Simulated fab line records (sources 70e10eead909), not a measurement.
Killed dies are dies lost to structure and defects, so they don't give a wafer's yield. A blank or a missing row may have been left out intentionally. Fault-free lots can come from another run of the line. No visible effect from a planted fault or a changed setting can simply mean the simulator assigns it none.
fab line records -- flow nandHarc
[record] lots = 12, wafers = 36, lastDay = 33
route steps=1302 shown A_ONON_D1@437 A_CHANNEL_HOLE_D1@450 END@1302
lots with no fault: from the same line, run without faults
startH: hours from the record's first day to the start of the lot's first wafer shown -- waitH: hours since the lot's step before -- " same as the row above -- L1.1+2: a single row standing in for several wafers -- - no value, or no start was given -- * or withheld: withheld -- < > ~ a bound
route shown NAME@n: NAME is a module with steps in the file, n the number in the route of the first one -- usual: mean/standard deviation of fault-free wafers -- same: alike in all rows -- chamber/n: place in a boat -- sites: each site's reading -- _std_site: how widely they spread, as a standard deviation -- _edge_site: mean of outer sites minus mean of inner sites -- radiusMm: for every site, how far away it sits from the centre of the wafer -- mask NAME#n: copy n -- behind: the tool/chamber that last shaped the wafer -- hold: what put the lot on hold/how long, in hours/how the hold closed -- device: names the non-switching transistor (n, p or np) -- end of line: tests run on the same wafers once the route is complete -- step lacking rows: just its recipe -- killed: count of dies lost to structure and defects at first sort (not the wafer's yield) -- map: a wafer's dies, x killed, . not, _ none there
set.NAME: setting as actually run; set.NAME@STEP: the setting as run at that earlier step -- model.NAME: the simulator's own value behind a step, which no gauge read
steps of the route over a sample of lots; a table a step, a row a wafer
services: a tool's chamber out of use, with start hour (startH, from the record's first day; less than 0 if before it), hours out, and reason
[[steps]]
[step NHARC_A_ONON_D1_THK_MEAS_18]
[recipe] thkMeasGauge = ellipsometry
[usual] thkNm = 1002/8.6
lot.wafer,tool,chamber,startH,waitH,thkNm
L416.2,filmMetro-02,-,174.00,-,996
L416.4,filmMetro-02,-,174.00,-,999
L416.6,filmMetro-02,-,174.00,-,996
L417.2,filmMetro-01,-,189.95,-,998
L417.4,filmMetro-01,-,189.95,-,998
L417.6,filmMetro-01,-,189.95,-,998
L420.1,filmMetro-02,-,217.12,-,1016
L420.5,filmMetro-02,-,217.12,-,1015
L420.6,filmMetro-02,-,217.12,-,1014
L422.1,filmMetro-01,-,241.88,-,1001
L422.2,filmMetro-01,-,241.88,-,1000
L422.3,filmMetro-01,-,241.88,-,1000
L425.2,filmMetro-02,-,259.44,-,985
L425.4,filmMetro-02,-,259.44,-,986
L425.5,filmMetro-02,-,259.44,-,985
L428.4,filmMetro-01,-,289.69,-,1010
L428.5,filmMetro-01,-,289.69,-,1010
L428.6,filmMetro-01,-,289.69,-,1011
L429.3,filmMetro-02,-,320.60,-,1011
L429.5,filmMetro-02,-,320.60,-,1012
L429.6,filmMetro-02,-,320.60,-,1009
L431.2,filmMetro-02,-,329.34,-,998
L431.4,filmMetro-02,-,329.34,-,996
L431.6,filmMetro-02,-,329.34,-,998
L436.3,filmMetro-01,-,381.48,-,996
L436.5,filmMetro-01,-,381.48,-,995
L436.6,filmMetro-01,-,381.48,-,996
L437.1,filmMetro-01,-,384.97,-,1003
L437.2,filmMetro-01,-,384.97,-,1003
L437.6,filmMetro-01,-,384.97,-,1007
L438.2,filmMetro-02,-,395.34,-,986
L438.5,filmMetro-02,-,395.34,-,989
L438.6,filmMetro-02,-,395.34,-,988
L439.3,filmMetro-01,-,401.90,-,1013
L439.4,filmMetro-01,-,401.90,-,1012
L439.6,filmMetro-01,-,401.90,-,1011
[step NHARC_A_ONON_D1_INSPECT_32]
[usual] rawDefectCount = 71/22
lot.wafer,tool,chamber,startH,waitH,rawDefectCount
L416.2,defectInspect-01,-,176.79,0.0,68
L416.4,defectInspect-01,-,176.79,0.0,79
L416.6,defectInspect-01,-,176.79,0.0,97
L417.2,defectInspect-01,-,192.81,0.0,93
L417.4,defectInspect-01,-,192.81,0.0,93
L417.6,defectInspect-01,-,192.81,0.0,129
L420.1,defectInspect-01,-,219.96,0.0,48
L420.5,defectInspect-01,-,219.96,0.0,93
L420.6,defectInspect-01,-,219.96,0.0,68
L422.1,defectInspect-01,-,244.68,0.0,99
L422.2,defectInspect-01,-,244.68,0.0,56
L422.3,defectInspect-01,-,244.68,0.0,101
L425.2,defectInspect-02,-,262.23,0.0,106
L425.4,defectInspect-02,-,262.23,0.0,101
L425.5,defectInspect-02,-,262.23,0.0,82
L428.4,defectInspect-02,-,292.53,0.0,70
L428.5,defectInspect-02,-,292.53,0.0,38
L428.6,defectInspect-02,-,292.53,0.0,78
L429.3,defectInspect-02,-,323.43,0.0,72
L429.5,defectInspect-02,-,323.43,0.0,68
L429.6,defectInspect-02,-,323.43,0.0,42
L431.2,defectInspect-01,-,332.16,0.0,72
L431.4,defectInspect-01,-,332.16,0.0,89
L431.6,defectInspect-01,-,332.16,0.0,55
L436.3,defectInspect-02,-,384.43,0.1,75
L436.5,defectInspect-02,-,384.43,0.1,116
L436.6,defectInspect-02,-,384.43,0.1,101
L437.1,defectInspect-02,-,387.76,0.0,61
L437.2,defectInspect-02,-,387.76,0.0,37
L437.6,defectInspect-02,-,387.76,0.0,81
L438.2,defectInspect-01,-,398.15,0.0,78
L438.5,defectInspect-01,-,398.15,0.0,66
L438.6,defectInspect-01,-,398.15,0.0,54
L439.3,defectInspect-01,-,404.70,0.0,53
L439.4,defectInspect-01,-,404.70,0.0,30
L439.6,defectInspect-01,-,404.70,0.0,72
[step NHARC_A_CHANNEL_HOLE_D1_DEP_00]
[recipe] targetThkA = 31000, tempC = 400, material = aC
[usual] susceptorTempC = 399.95/0.2, throttleValvePct = 34.999/0.0088
lot.wafer,tool,chamber,startH,waitH,susceptorTempC,throttleValvePct
L416.2,aclDep-01,0,179.99,3.2,-,34.999
L416.4,aclDep-01,0,179.99,3.2,-,34.979
L416.6,aclDep-01,0,179.99,3.2,-,34.993
L417.2,aclDep-03,0,195.02,2.2,399.92,34.981
L417.4,aclDep-03,0,195.02,2.2,399.99,34.997
L417.6,aclDep-03,0,195.02,2.2,399.93,35.011
L420.1,aclDep-02,0,222.04,2.1,-,34.996
L420.5,aclDep-02,0,223.30,3.3,-,35.002
L420.6,aclDep-02,0,223.30,3.3,-,34.991
L422.1,aclDep-03,0,245.88,1.2,399.84,34.992
L422.2,aclDep-03,0,245.88,1.2,400.15,34.992
L422.3,aclDep-03,0,245.88,1.2,400.14,35.008
L425.2,aclDep-02,0,262.61,0.4,-,35.001
L425.4,aclDep-02,0,262.61,0.4,-,34.995
L425.5,aclDep-02,0,262.61,0.4,-,35.005
L428.4,aclDep-03,-,293.56,1.0,-,-
L428.5,aclDep-03,-,293.56,1.0,-,-
L428.6,aclDep-03,-,293.56,1.0,-,-
L429.3,aclDep-03,-,326.38,3.0,-,-
L429.5,aclDep-03,-,326.38,3.0,-,-
L429.6,aclDep-03,-,326.38,3.0,-,-
L431.2,aclDep-02,0,332.82,0.7,-,35.018
L431.4,aclDep-02,0,332.82,0.7,-,34.992
L431.6,aclDep-02,0,332.82,0.7,-,34.994
L436.3,aclDep-02,0,385.84,1.4,399.92,35.007
L436.5,aclDep-02,0,385.84,1.4,399.73,35.011
L436.6,aclDep-02,0,385.84,1.4,399.77,35.000
L437.1,aclDep-03,0,387.83,0.1,400.22,35.011
L437.2,aclDep-03,0,387.83,0.1,400.05,34.989
L437.6,aclDep-03,0,389.42,1.7,399.92,34.988
L438.2,aclDep-03,0,398.88,0.7,400.08,34.989
L438.5,aclDep-03,0,398.88,0.7,399.92,35.005
L438.6,aclDep-03,0,398.88,0.7,399.86,34.983
L439.3,aclDep-03,0,405.89,1.2,-,34.996
L439.4,aclDep-03,0,405.89,1.2,-,34.985
L439.6,aclDep-03,0,405.89,1.2,-,35.011
[step NHARC_A_CHANNEL_HOLE_D1_ETCH_38]
[recipe] targetDepthA = 390, overEtchFrac = 0.3, timeS = 65, ionEnergyEv = 80, cf4FlowSccm = 150, arFlowSccm = 0, rfW = 300, biasW = 100, chemistry = CF4
[usual] biasW = 100.0/0.32, drypumpMotorCurrentA = 5.5/0.54, mfcArSccm = 0.009/0.012, oesProductAu = 1.000/0.0097, rfVppV = 151.1/1.2, showerheadPlenumPTorr = 1.76/0.076, throttleValvePct = 13.284/0.0091
lot.wafer,tool,chamber,startH,waitH,biasW,drypumpMotorCurrentA,mfcArSccm,oesProductAu,rfHoursCounterH,rfVppV,showerheadPlenumPTorr,throttleValvePct
L416.4,rieDiel-07,0,182.58,0.1,99.7,5.5,0.000,1.002,4,151.9,1.79,13.281
L416.2,rieDiel-07,2,182.58,0.1,100.4,4.8,0.026,1.009,2,151.4,1.83,13.287
L416.6,rieDiel-07,1,182.58,0.1,99.9,5.3,0,1.005,-,150.7,1.67,13.281
L417.4,rieDiel-07,1,197.49,0.1,100.3,5.3,0,0.991,5,149.3,1.67,13.293
L417.2,rieDiel-07,2,197.49,0.1,99.9,4.8,0.026,1.009,3,153.2,1.83,13.292
L417.6,rieDiel-07,2,197.49,0.1,99.3,4.8,0.026,1.010,-,152.8,1.83,13.273
L420.1,rieDiel-07,3,224.95,0.1,99.8,5.7,0.014,1.009,9,152.0,1.82,13.283
L420.6,rieDiel-07,1,224.95,0.1,100.3,5.3,0,0.997,-,149.9,1.67,13.268
L420.5,rieDiel-07,2,224.95,0.1,100.2,4.8,0.026,1.017,-,151.1,1.83,13.286
L422.3,rieDiel-11,2,248.87,0.1,99.7,6.0,0,0.989,47,150.6,1.65,13.277
L422.2,rieDiel-11,0,248.87,0.1,100.0,5.4,0,0.983,43,153.6,1.88,13.276
L422.1,rieDiel-11,1,248.87,0.1,100.1,5.4,0.008,1.006,47,151.8,1.82,13.303
L425.2,rieDiel-07,0,265.29,0.1,100.1,5.5,0.000,0.995,10,151.1,1.79,13.284
L425.4,rieDiel-07,0,265.29,0.1,100.1,5.5,0.000,0.991,-,152.0,1.79,13.268
L425.5,rieDiel-07,2,265.29,0.1,99.6,4.8,0.026,1.009,-,150.4,1.83,13.292
L428.4,rieDiel-10,1,295.47,0.1,100.0,6.5,0,1.011,16,150.5,1.71,13.291
L428.6,rieDiel-10,2,295.47,0.1,100.0,5.1,0,0.988,-,150.3,1.66,13.278
L428.5,rieDiel-10,3,295.47,0.1,100.6,6.8,0.036,0.997,-,152.0,1.85,13.277
L429.3,rieDiel-07,0,328.53,0.1,100.2,5.5,0.000,0.975,1,152.4,1.79,13.279
L429.6,rieDiel-07,0,328.53,0.1,100.2,5.5,0.000,0.979,-,150.7,1.79,13.296
L429.5,rieDiel-07,1,328.53,0.1,100.2,5.3,0,1.003,-,148.8,1.67,13.287
L431.4,rieDiel-10,0,335.41,0.1,100.1,5.5,0.016,1.012,31,152.1,1.83,13.292
L431.2,rieDiel-10,2,335.41,0.1,99.9,5.2,0,1.003,27,150.9,1.65,13.280
L431.6,rieDiel-10,0,335.41,0.1,100.4,5.5,0.016,1.013,-,150.8,1.83,13.265
L436.3,rieDiel-07,1,388.15,0.1,100.2,5.3,0,1.018,7,149.6,1.67,13.292
L436.6,rieDiel-07,2,388.15,0.1,100.4,4.8,0.026,1.001,-,151.5,1.82,13.298
L436.5,rieDiel-07,3,388.15,0.1,99.4,5.7,0.014,1.012,-,151.5,1.82,13.284
L437.1,rieDiel-10,2,390.77,0.1,99.7,5.1,0,1.003,47,148.8,1.65,13.293
L437.2,rieDiel-10,3,390.77,0.1,99.8,6.7,0.036,0.994,50,152.0,1.84,13.274
L437.6,rieDiel-10,2,390.77,0.1,99.5,5.1,0,1.001,-,149.3,1.65,13.276
L438.2,rieDiel-07,1,401.48,0.1,100.3,5.3,0,1.004,9,148.8,1.67,13.290
L438.5,rieDiel-07,1,401.48,0.1,99.6,5.3,0,0.993,-,150.6,1.67,13.284
L438.6,rieDiel-07,2,401.48,0.1,100.2,4.8,0.026,1.003,-,152.5,1.82,13.273
L439.3,rieDiel-11,1,408.27,0.2,100.1,5.4,0.008,1.006,44,151.6,1.81,13.288
L439.4,rieDiel-11,3,408.27,0.2,99.9,6.2,0,0.984,42,149.8,1.68,13.282
L439.6,rieDiel-11,2,408.27,0.2,99.6,6.0,0,0.999,-,149.6,1.64,13.306
[step NHARC_A_CHANNEL_HOLE_D1_CD_MEAS_30]
[usual] cdNm = 90.1/1.1
lot.wafer,tool,chamber,startH,waitH,cdNm
L416.2,cdSem-02,-,191.22,-,92.4
L416.4,cdSem-02,-,191.22,-,88.6
L416.6,cdSem-02,-,191.22,-,90.6
L417.2,cdSem-03,-,204.10,-,89.4
L417.4,cdSem-03,-,204.10,-,89.7
L417.6,cdSem-03,-,204.10,-,89.9
L420.1,cdSem-03,-,236.25,-,91.7
L420.5,cdSem-03,-,236.25,-,89.8
L420.6,cdSem-03,-,236.25,-,89.9
L422.1,cdSem-03,-,255.60,-,90.5
L422.2,cdSem-03,-,255.60,-,90.5
L422.3,cdSem-03,-,255.60,-,90.5
L425.2,cdSem-02,-,273.02,-,91.8
L425.4,cdSem-02,-,273.02,-,89.3
L425.5,cdSem-02,-,273.02,-,92.4
L428.4,cdSem-01,-,303.95,-,-
L428.5,cdSem-01,-,303.95,-,-
L428.6,cdSem-01,-,303.95,-,-
L429.3,cdSem-03,-,335.14,-,-
L429.5,cdSem-03,-,335.14,-,-
L429.6,cdSem-03,-,335.14,-,-
L431.2,cdSem-03,-,342.14,-,91.9
L431.4,cdSem-03,-,342.14,-,91.0
L431.6,cdSem-03,-,342.14,-,90.7
L436.3,cdSem-03,-,394.75,-,91.1
L436.5,cdSem-03,-,394.75,-,89.8
L436.6,cdSem-03,-,394.75,-,90.1
L437.1,cdSem-03,-,399.54,-,91.8
L437.2,cdSem-03,-,399.54,-,89.0
L437.6,cdSem-03,-,399.54,-,90.8
L438.2,cdSem-02,-,410.66,-,92.0
L438.5,cdSem-02,-,410.66,-,92.4
L438.6,cdSem-02,-,410.66,-,92.2
L439.3,cdSem-01,-,414.90,-,91.0
L439.4,cdSem-01,-,414.90,-,91.0
L439.6,cdSem-01,-,414.90,-,91.0
[step NHARC_A_CHANNEL_HOLE_D1_INSPECT_40]
[usual] rawDefectCount = 71/22
lot.wafer,tool,chamber,startH,waitH,rawDefectCount
L416.2,defectInspect-02,-,191.40,-,58
L416.4,defectInspect-02,-,191.40,-,59
L416.6,defectInspect-02,-,191.40,-,53
L417.2,defectInspect-01,-,204.28,-,45
L417.4,defectInspect-01,-,204.28,-,55
L417.6,defectInspect-01,-,204.28,-,35
L420.1,defectInspect-01,-,236.44,-,87
L420.5,defectInspect-01,-,236.44,-,101
L420.6,defectInspect-01,-,236.44,-,94
L422.1,defectInspect-02,-,255.78,-,80
L422.2,defectInspect-02,-,255.78,-,65
L422.3,defectInspect-02,-,255.78,-,78
L425.2,defectInspect-01,-,273.20,-,72
L425.4,defectInspect-01,-,273.20,-,64
L425.5,defectInspect-01,-,273.20,-,66
L428.4,defectInspect-01,-,304.13,-,5918
L428.5,defectInspect-01,-,304.13,-,5916
L428.6,defectInspect-01,-,304.13,-,5925
L429.3,defectInspect-01,-,335.33,-,5923
L429.5,defectInspect-01,-,335.33,-,5941
L429.6,defectInspect-01,-,335.33,-,6000
L431.2,defectInspect-01,-,342.33,-,103
L431.4,defectInspect-01,-,342.33,-,98
L431.6,defectInspect-01,-,342.33,-,85
L436.3,defectInspect-02,-,394.94,-,58
L436.5,defectInspect-02,-,394.94,-,54
L436.6,defectInspect-02,-,394.94,-,58
L437.1,defectInspect-02,-,399.72,-,55
L437.2,defectInspect-02,-,399.72,-,38
L437.6,defectInspect-02,-,399.72,-,38
L438.2,defectInspect-02,-,410.84,-,71
L438.5,defectInspect-02,-,410.84,-,82
L438.6,defectInspect-02,-,410.84,-,65
L439.3,defectInspect-01,-,415.08,-,58
L439.4,defectInspect-01,-,415.08,-,63
L439.6,defectInspect-01,-,415.08,-,56
[step NHARC_END_SORT_01]
[recipe] tempC = 25
[usual] killedAtArray = 55/12, killedAtOther = 1.0/1.2, killedAtPeriphery = 3.9/2.6, killedDies = 60/12, killedOpen = 3.3/1.9, killedShort = 2.5/1.8
[same] grossDies = 677
lot.wafer,tool,chamber,startH,waitH,killedAtArray,killedAtOther,killedAtPeriphery,killedDies,killedOpen,killedShort
L428.4,prober-01,0,674.40,3.4,677,0,0,677,0,1
L428.5,prober-01,0,675.21,3.7,676,0,1,677,1,0
L428.6,prober-01,0,676.02,4.0,677,0,0,677,0,0
L429.3,prober-02,0,716.10,3.1,677,0,0,677,0,0
L429.5,prober-02,0,717.71,3.7,677,0,0,677,1,0
L429.6,prober-02,0,718.51,4.0,677,0,0,677,0,0
// killed by level:class
L428.4 A_CHANNEL_HOLE_D1:lostPattern=662 A_CHANNEL_HOLE_D1:chamberFilmFlake=10 A_CONTACT:chamberFilmFlake=2 A_M0:geometricParticle:short=1 A_CHANNEL_HOLE_D2:chamberFilmFlake=1 A_CHANNEL_FILL_D2:chamberFilmFlake=1
L428.5 A_CHANNEL_HOLE_D1:lostPattern=671 A_CHANNEL_HOLE_D1:chamberFilmFlake=3 P_M0:geometricParticle:open=1 A_SLIT:chamberFilmFlake=1 A_CONTACT:chamberFilmFlake=1
L428.6 A_CHANNEL_HOLE_D1:lostPattern=671 A_CHANNEL_HOLE_D1:chamberFilmFlake=3 A_CONTACT:chamberFilmFlake=2 A_SLIT:chamberFilmFlake=1
L429.3 A_CHANNEL_HOLE_D1:lostPattern=670 A_CHANNEL_HOLE_D1:chamberFilmFlake=5 A_CHANNEL_HOLE_D2:chamberFilmFlake=2
L429.5 A_CHANNEL_HOLE_D1:lostPattern=666 A_CHANNEL_HOLE_D1:chamberFilmFlake=5 A_CHANNEL_HOLE_D2:chamberFilmFlake=4 A_M0:geometricParticle:open=1 A_CHANNEL_HOLE_D1:areaDep=1
L429.6 A_CHANNEL_HOLE_D1:lostPattern=667 A_CHANNEL_HOLE_D2:chamberFilmFlake=5 A_CHANNEL_HOLE_D1:chamberFilmFlake=4 A_SLIT:chamberFilmFlake=1
[[services]]
tool,chamber,startH,hours,kind
rieDiel-07,2,162.96,19.0,repair
rieDiel-07,0,175.20,-,clean
rieDiel-07,1,175.20,-,clean
rieDiel-07,3,175.20,-,clean
aclDep-01,-,186.62,13.0,pm
rieDiel-07,0,199.70,-,clean
rieDiel-07,1,199.70,-,clean
rieDiel-07,2,199.70,-,clean
rieDiel-07,3,199.70,-,clean
rieDiel-11,-,213.28,0.3,repair
rieDiel-07,0,224.43,-,clean
rieDiel-07,1,224.43,-,clean
aclDep-02,-,242.23,13.0,pm
rieDiel-10,-,244.83,9.0,pm
rieDiel-11,-,257.42,9.0,pm
rieDiel-07,3,264.80,9.4,repair
rieDiel-07,3,276.96,22.8,repair
rieDiel-10,0,286.93,1.3,repair
rieDiel-07,-,294.20,9.0,pm
aclDep-03,-,302.83,13.0,pm
rieDiel-07,-,338.27,0.5,repair
aclDep-01,-,368.37,13.0,pm
rieDiel-10,1,384.00,18.2,repair
aclDep-02,-,407.23,1.4,repair
[[key]]
[firstSign] step = NHARC_A_CHANNEL_HOLE_D1_DEP_00, reading = toolRecord, direction = missing
[effect] step = NHARC_A_CHANNEL_HOLE_D1_CD_MEAS_30, reading = cdNm, direction = missing
[effect] step = NHARC_A_CHANNEL_HOLE_D1_INSPECT_40, reading = rawDefectCount, direction = up, sigmas = 99+, usual = 71, struck = 5937
[effect] step = NHARC_END_SORT_01, reading = killedAtArray, direction = up, sigmas = 52, usual = 55, struck = 677
metAt NHARC_A_CHANNEL_HOLE_D1_DEP_00
struckLots L428,L429
laterRowsLeftOut L428.4,L428.5,L428.6,L429.3,L429.5,L429.6
testerLeftOut L428,L429
notActingAt NHARC_A_ONON_D1_THK_MEAS_18,NHARC_A_ONON_D1_INSPECT_32,NHARC_A_CHANNEL_HOLE_D1_ETCH_38
onsetBetween 245.88 293.56
[fault] kind = skippedStepWhole, tool = aclDep-03, chamber = -, onsetH = 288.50, steps = NHARC_A_CHANNEL_HOLE_D1_DEP_00, scope = struckLotsOnly
// testerLeftOut: of these lots the tester's yield and bins aren't shown, on N5 and GAA mostly nor the transistor test; their killed dies are dies lost to structure and defects alone, not to doping, threshold or leakage, so they don't give the yield
// laterRowsLeftOut: the simulator's readings of these wafers behind a module that went badly wrong aren't trusted and aren't shown, but for the sort
